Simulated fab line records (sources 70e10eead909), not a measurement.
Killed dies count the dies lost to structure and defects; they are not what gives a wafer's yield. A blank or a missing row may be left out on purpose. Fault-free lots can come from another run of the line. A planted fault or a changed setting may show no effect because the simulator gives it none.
fab line records -- flow nandHarc
record: lots: 14, wafers: 42, lastDay: 23
route steps=1159 shown A_ONON_D1@424 A_BONDPAD@1072 THIN_TSV@1102 END@1159
lots with no fault: from the same line, run without faults
startH: start of the lot's first displayed wafer, in hours after the record's first day -- waitH: hours from the lot's prior step to this one -- " the same as in the row above -- L1.1+2: a single row standing in for several wafers -- - no value, or no start given -- * or withheld: withheld -- < > ~ a bound
route shown NAME@n: a module of which the file shows steps, and the number in the route of the first -- usual: mean and standard deviation over wafers with no fault -- same: alike in all rows -- chamber/n: place in a boat -- sites: each site's reading -- _std_site: the standard deviation of these -- _edge_site: outer sites' mean less inner sites' -- radiusMm: for every site, how far away it sits from the centre of the wafer -- mask NAME#n: copy n -- behind: the tool/chamber that last shaped the wafer -- hold: cause of the lot's hold/its duration in hours/its outcome -- device: the n, p or np transistor that did not switch -- end of line: tests run on the same wafers once the route is complete -- where a step has no rows: the recipe by itself -- killed: count of dies lost to structure and defects at first sort (not the wafer's yield) -- map: per-die view of a wafer (x killed, . not killed, _ where there is no die)
set.NAME: the setting that was run; set.NAME@STEP: the one run at that earlier step -- model.NAME: the simulator's own value behind a step, which no gauge read
one table for each step of the route and one row for each wafer, over a sample of lots
services: a tool's chamber out of use, with start hour (startH, from the record's first day; less than 0 if before it), hours out, and reason
== steps ==
step: NHARC_A_ONON_D1_DEP_00
recipe: targetThkA: 10000, n2FlowSccm: 2750, n2oFlowSccm: 2000, nh3FlowSccm: 500, sih4FlowSccm: 210, tempC: 400
usual: nh3FlowSccm: 500.4/1.5
lot.wafer,tool,chamber,startH,waitH,nh3FlowSccm
L910.1,pecvdOnon-03,0,169.43,0.1,500.9
L910.3,pecvdOnon-03,0,169.43,0.1,499.3
L910.6,pecvdOnon-03,0,169.43,0.1,499.8
L909.1,pecvdOnon-01,0,169.47,0.1,501.2
L909.2,pecvdOnon-01,0,169.47,0.1,501.7
L909.5,pecvdOnon-01,0,169.47,0.1,500.2
L913.2,pecvdOnon-02,0,169.51,0.1,499.2
L913.3,pecvdOnon-02,0,169.51,0.1,499.7
L913.5,pecvdOnon-02,0,169.51,0.1,497.8
L912.2,pecvdOnon-03,0,169.83,0.4,500.4
L912.3,pecvdOnon-03,0,169.83,0.4,501.5
L912.5,pecvdOnon-03,0,169.83,0.4,500.9
L911.2,pecvdOnon-01,0,180.17,0.1,499.4
L911.3,pecvdOnon-01,0,180.17,0.1,499.6
L911.5,pecvdOnon-01,0,180.17,0.1,499.5
L915.1,pecvdOnon-01,0,191.97,0.1,497.1
L915.4,pecvdOnon-01,0,191.97,0.1,499.7
L915.6,pecvdOnon-01,0,191.97,0.1,501.3
L916.1,pecvdOnon-03,0,197.88,0.1,501.2
L916.5,pecvdOnon-03,0,197.88,0.1,500.9
L916.6,pecvdOnon-03,0,197.88,0.1,503.9
L917.2,pecvdOnon-03,0,206.96,0.1,501.4
L917.4,pecvdOnon-03,0,206.96,0.1,501.7
L917.6,pecvdOnon-03,0,206.96,0.1,500.3
L918.1,pecvdOnon-03,0,213.25,0.1,497.9
L918.3,pecvdOnon-03,0,213.25,0.1,500.6
L918.4,pecvdOnon-03,0,213.25,0.1,501.7
L919.1,pecvdOnon-01,0,213.26,0.1,500.2
L919.2,pecvdOnon-01,0,213.26,0.1,499.7
L919.3,pecvdOnon-01,0,213.26,0.1,502.4
L923.1,pecvdOnon-01,0,236.88,0.1,498.7
L923.3,pecvdOnon-01,0,236.88,0.1,499.6
L923.5,pecvdOnon-01,0,236.88,0.1,498.6
L922.4,pecvdOnon-02,0,237.12,0.2,502.3
L922.5,pecvdOnon-02,0,237.12,0.2,501.2
L922.6,pecvdOnon-02,0,237.12,0.2,499.5
L926.2,pecvdOnon-01,0,253.43,0.1,501.4
L926.3,pecvdOnon-01,0,253.43,0.1,499.2
L926.4,pecvdOnon-01,0,253.43,0.1,498.6
L927.3,pecvdOnon-01,0,270.16,0.2,501.2
L927.4,pecvdOnon-01,0,270.16,0.2,499.5
L927.5,pecvdOnon-01,0,270.16,0.2,501.1
step: NHARC_A_BONDPAD_CD_MEAS_09
recipe: targetCdNm: 500, landingEnergyEv: 500
usual: cdNm: 500.4/2.2
lot.wafer,tool,chamber,startH,waitH,cdNm
L910.1,cdSem-02,0,409.81,-,503.8
L910.3,cdSem-02,0,409.81,-,501.3
L910.6,cdSem-02,0,409.81,-,504.5
L913.2,cdSem-01,0,414.30,-,500.4
L913.3,cdSem-01,0,414.30,-,502.9
L913.5,cdSem-01,0,414.30,-,497.0
L912.2,cdSem-01,0,415.87,-,502.2
L912.3,cdSem-01,0,415.87,-,501.3
L912.5,cdSem-01,0,415.87,-,501.1
L909.1,cdSem-01,0,416.60,-,500.2
L909.2,cdSem-01,0,416.60,-,500.7
L909.5,cdSem-01,0,416.60,-,500.8
L911.2,cdSem-03,0,422.24,-,502.7
L911.3,cdSem-03,0,422.24,-,501.6
L911.5,cdSem-03,0,422.24,-,502.8
L915.1,cdSem-03,0,433.83,-,502.1
L915.4,cdSem-03,0,433.83,-,500.7
L915.6,cdSem-03,0,433.83,-,502.0
L916.1,cdSem-02,0,438.62,-,502.9
L916.5,cdSem-02,0,438.62,-,501.8
L916.6,cdSem-02,0,438.62,-,502.2
L917.2,cdSem-02,0,454.80,-,499.9
L917.4,cdSem-02,0,454.80,-,496.4
L917.6,cdSem-02,0,454.80,-,496.4
L918.1,cdSem-02,0,461.97,-,500.5
L918.3,cdSem-02,0,461.97,-,498.1
L918.4,cdSem-02,0,461.97,-,501.4
L919.1,cdSem-01,0,466.97,-,499.6
L919.2,cdSem-01,0,466.97,-,503.2
L919.3,cdSem-01,0,466.97,-,501.5
L923.1,cdSem-02,0,485.13,-,501.7
L923.3,cdSem-02,0,485.13,-,499.4
L923.5,cdSem-02,0,485.13,-,498.0
L922.4,cdSem-02,0,491.10,-,499.2
L922.5,cdSem-02,0,491.10,-,499.5
L922.6,cdSem-02,0,491.10,-,498.9
L926.2,cdSem-03,0,512.50,-,499.2
L926.3,cdSem-03,0,512.50,-,498.4
L926.4,cdSem-03,0,512.50,-,500.2
L927.3,cdSem-01,0,517.28,-,497.4
L927.4,cdSem-01,0,517.28,-,500.7
L927.5,cdSem-01,0,517.28,-,499.2
step: NHARC_A_BONDPAD_OVL_MEAS_35
usual: overlayXNm: -2/5.5, overlayYNm: 0/6
lot.wafer,tool,chamber,startH,waitH,overlayXNm,overlayYNm
L910.1,overlay-01,-,409.90,-,-1,-10
L910.3,overlay-01,-,409.90,-,-1,-9
L910.6,overlay-01,-,409.90,-,-1,-10
L913.2,overlay-01,-,414.39,-,-3,1
L913.3,overlay-01,-,414.39,-,-3,2
L913.5,overlay-01,-,414.39,-,-3,1
L912.2,overlay-02,-,415.95,-,-4,6
L912.3,overlay-02,-,415.95,-,-3,7
L912.5,overlay-02,-,415.95,-,-4,6
L909.1,overlay-02,-,416.69,-,2,15
L909.2,overlay-02,-,416.69,-,3,14
L909.5,overlay-02,-,416.69,-,2,15
L911.2,overlay-02,-,422.33,-,-6,-6
L911.3,overlay-02,-,422.33,-,-5,-6
L911.5,overlay-02,-,422.33,-,-5,-6
L915.1,overlay-01,-,433.92,-,-3,1
L915.4,overlay-01,-,433.92,-,-3,1
L915.6,overlay-01,-,433.92,-,-3,0
L916.1,overlay-01,-,438.71,-,1,2
L916.5,overlay-01,-,438.71,-,0,2
L916.6,overlay-01,-,438.71,-,0,1
L917.2,overlay-02,-,454.88,-,3,1
L917.4,overlay-02,-,454.88,-,2,1
L917.6,overlay-02,-,454.88,-,2,1
L918.1,overlay-02,-,462.06,-,1,-4
L918.3,overlay-02,-,462.06,-,1,-4
L918.4,overlay-02,-,462.06,-,2,-3
L919.1,overlay-02,-,467.06,-,0,5
L919.2,overlay-02,-,467.06,-,-1,6
L919.3,overlay-02,-,467.06,-,0,5
L923.1,overlay-02,-,485.21,-,-1,2
L923.3,overlay-02,-,485.21,-,-1,3
L923.5,overlay-02,-,485.21,-,-1,2
L922.4,overlay-02,-,491.18,-,-14,-2
L922.5,overlay-02,-,491.18,-,-14,-1
L922.6,overlay-02,-,491.18,-,-14,-1
L926.2,overlay-02,-,512.58,-,4,8
L926.3,overlay-02,-,512.58,-,4,8
L926.4,overlay-02,-,512.58,-,5,8
L927.3,overlay-01,-,517.36,-,-3,-8
L927.4,overlay-01,-,517.36,-,-3,-8
L927.5,overlay-01,-,517.36,-,-2,-8
step: NHARC_THIN_TSV_CMP_01
recipe: targetThkUm: 3
usual: motorCurrentA: 11.3/1.2
lot.wafer,tool,chamber,startH,waitH,motorCurrentA
L910.3,cmp-04,3,428.23,0.6,9.8
L910.1,cmp-04,2,428.23,0.6,13.4
L910.6,cmp-04,3,428.23,0.6,9.7
L913.3,cmp-01,0,429.42,0.6,11.2
L913.2,cmp-01,2,429.42,0.6,13.1
L913.5,cmp-01,0,429.42,0.6,11.2
L912.3,cmp-04,0,430.61,0.6,10.5
L912.2,cmp-04,2,430.61,0.6,13.6
L912.5,cmp-04,1,430.61,0.6,11.8
L909.1,cmp-02,3,431.84,1.1,10.4
L909.2,cmp-02,2,431.84,1.1,12.1
L909.5,cmp-02,3,431.84,1.1,10.6
L911.2,cmp-02,3,437.99,0.8,10.5
L911.3,cmp-02,1,437.99,0.8,10.7
L911.5,cmp-02,3,437.99,0.8,10.3
L916.1,cmp-04,0,450.51,1.1,10.5
L916.5,cmp-04,1,450.51,1.1,12.2
L916.6,cmp-04,2,450.51,1.1,12.8
L915.1,cmp-04,3,451.65,1.0,9.9
L915.4,cmp-04,2,451.65,1.0,13.3
L915.6,cmp-04,3,451.65,1.0,9.5
L917.4,cmp-01,1,471.88,0.4,11.3
L917.2,cmp-01,3,471.88,0.4,10.4
L917.6,cmp-01,1,471.88,0.4,11.4
L918.1,cmp-02,3,475.94,1.0,10.5
L918.3,cmp-02,0,475.94,1.0,9.8
L918.4,cmp-02,1,475.94,1.0,10.7
L919.1,cmp-04,3,483.08,1.0,10.0
L919.3,cmp-04,0,483.08,1.0,10.4
L919.2,cmp-04,1,483.08,1.0,12.1
L923.3,cmp-01,0,497.97,0.6,12.3
L923.1,cmp-01,2,497.97,0.6,13.2
L923.5,cmp-01,3,497.97,0.6,11.5
L922.4,cmp-04,2,502.98,0.5,13.9
L922.5,cmp-04,0,502.98,0.5,10.1
L922.6,cmp-04,1,502.98,0.5,12.5
L926.2,cmp-04,3,526.72,0.8,9.4
L926.3,cmp-04,1,526.72,0.8,12.2
L926.4,cmp-04,2,526.72,0.8,13.0
L927.3,cmp-04,1,533.03,0.6,12.3
L927.4,cmp-04,0,533.03,0.6,11.1
L927.5,cmp-04,2,533.03,0.6,13.9
step: NHARC_END_SORT_01
recipe: tempC: 25
usual: killedAtArray: 29/11, killedAtOther: 0.6/0.75, killedAtPeriphery: 3.1/2.1, killedDies: 32/11, killedOpen: 3.0/1.8, killedShort: 1.8/1.3
same: grossDies: 677
lot.wafer,tool,chamber,startH,waitH,killedAtArray,killedAtOther,killedAtPeriphery,killedDies,killedOpen,killedShort
L926.2,prober-02,0,543.40,2.8,68,0,4,72,4,3
L926.3,prober-02,0,544.19,3.1,61,0,1,62,2,2
L926.4,prober-02,0,544.99,3.4,76,1,2,79,4,1
L927.3,prober-01,0,549.39,3.1,64,0,0,64,4,2
L927.4,prober-01,0,550.18,3.4,62,1,5,68,11,0
L927.5,prober-01,0,550.97,3.7,55,0,3,58,5,1
killed by level:class
L926.2 A_ONON_D1:unspecified=38 A_CHANNEL_HOLE_D1:chamberFilmFlake=15 A_STAIRCASE:chamberFilmFlake=4 P_CONTACT:geometricParticle:open=3 A_SLIT:chamberFilmFlake=2 A_WL_FILL:chamberFilmFlake=2 A_CONTACT:chamberFilmFlake=2 A_WL_FILL:geometricParticle:short=1
L926.3 A_ONON_D1:unspecified=40 A_CHANNEL_HOLE_D1:chamberFilmFlake=15 P_M2:geometricParticle:open=1 A_CHANNEL_FILL_D1:geometricParticle:open=1 A_CHANNEL_FILL_D1:geometricParticle:short=1 A_WL_FILL:geometricParticle:short=1 A_STAIRCASE:chamberFilmFlake=1 A_CONTACT:chamberFilmFlake=1
L926.4 A_ONON_D1:unspecified=40 A_CHANNEL_HOLE_D1:chamberFilmFlake=22 A_STAIRCASE:chamberFilmFlake=6 A_SLIT:chamberFilmFlake=2 A_WL_FILL:chamberFilmFlake=2 P_CONTACT:geometricParticle:open=1 P_M0:geometricParticle:open=1 A_BLC:geometricParticle:open=1
L927.3 A_ONON_D1:unspecified=40 A_CHANNEL_HOLE_D1:chamberFilmFlake=11 A_STAIRCASE:chamberFilmFlake=5 A_CHANNEL_FILL_D1:geometricParticle:open=3 A_CONTACT:chamberFilmFlake=2 A_CHANNEL_FILL_D1:geometricParticle:short=1 A_CONTACT:geometricParticle:open=1 A_M1:geometricParticle:short=1
L927.4 A_ONON_D1:unspecified=41 A_CONTACT:chamberFilmFlake=5 A_CHANNEL_HOLE_D1:chamberFilmFlake=4 P_CONTACT:geometricParticle:open=3 A_STAIRCASE:chamberFilmFlake=3 A_CONTACT:geometricParticle:open=2 P_GATE:geometricParticle:open=1 A_SOURCE_PLATE:geometricParticle:open=1
L927.5 A_ONON_D1:unspecified=39 A_CHANNEL_HOLE_D1:chamberFilmFlake=7 A_CONTACT:chamberFilmFlake=5 P_CONTACT:geometricParticle:open=2 P_STI:geometricParticle:open=1 A_CHANNEL_FILL_D1:geometricParticle:short=1 A_CONTACT:geometricParticle:open=1 A_BLC:geometricParticle:open=1
== services ==
tool,chamber,startH,hours,kind
cmp-02,-,150.66,0.3,repair
pecvdOnon-03,-,153.26,13.0,pm
cmp-01,-,179.50,4.0,pm
pecvdOnon-01,-,195.07,13.0,pm
cmp-04,-,203.00,4.0,pm
cmp-02,-,211.43,4.2,repair
cmp-04,-,218.65,1.8,repair
cmp-02,-,226.57,4.0,pm
cmp-04,-,236.25,1.1,repair
cmp-02,-,252.59,1.2,repair
cmp-01,-,265.39,0.7,repair
cmp-02,-,275.19,1.2,repair
cmp-02,-,277.28,1.0,repair
cmp-01,-,277.50,4.0,pm
cmp-04,-,301.00,4.0,pm
cmp-02,-,324.57,4.0,pm
pecvdOnon-03,-,334.26,13.0,pm
cmp-04,-,338.98,0.4,repair
cmp-04,-,360.20,1.5,repair
pecvdOnon-01,-,376.07,13.0,pm
cmp-04,-,399.13,4.0,pm
pecvdOnon-01,-,440.57,0.1,repair
cmp-04,-,497.13,4.0,pm
pecvdOnon-03,-,515.52,13.0,pm
== key ==
firstSign: step: NHARC_END_SORT_01, reading: killedAtArray, direction: up, sigmas: 3.3, usual: 29, struck: 64
effect: step: NHARC_END_SORT_01, reading: killedDies, direction: up, sigmas: 3.1, usual: 32, struck: 67
moreKillsBornAt: NHARC_A_ONON_D1_DEP_00@pecvdOnon-01: 238
metAt NHARC_A_ONON_D1_DEP_00
struckLots L926,L927
testerLeftOut L926,L927
notActingAt NHARC_A_BONDPAD_CD_MEAS_09,NHARC_A_BONDPAD_OVL_MEAS_35,NHARC_THIN_TSV_CMP_01
onsetBetween 236.88 253.43
alsoFits time
fault: kind: chamberParticleSource, tool: pecvdOnon-01, chamber: -, onsetH: 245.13, steps: NHARC_A_ONON_D1_DEP_00, ratePerVisitCm2: 1.2041, endH: 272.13
testerLeftOut: of these lots the tester's yield and bins aren't shown, on N5 and GAA mostly nor the transistor test; their killed dies are dies lost to structure and defects alone, not to doping, threshold or leakage, so they don't give the yield
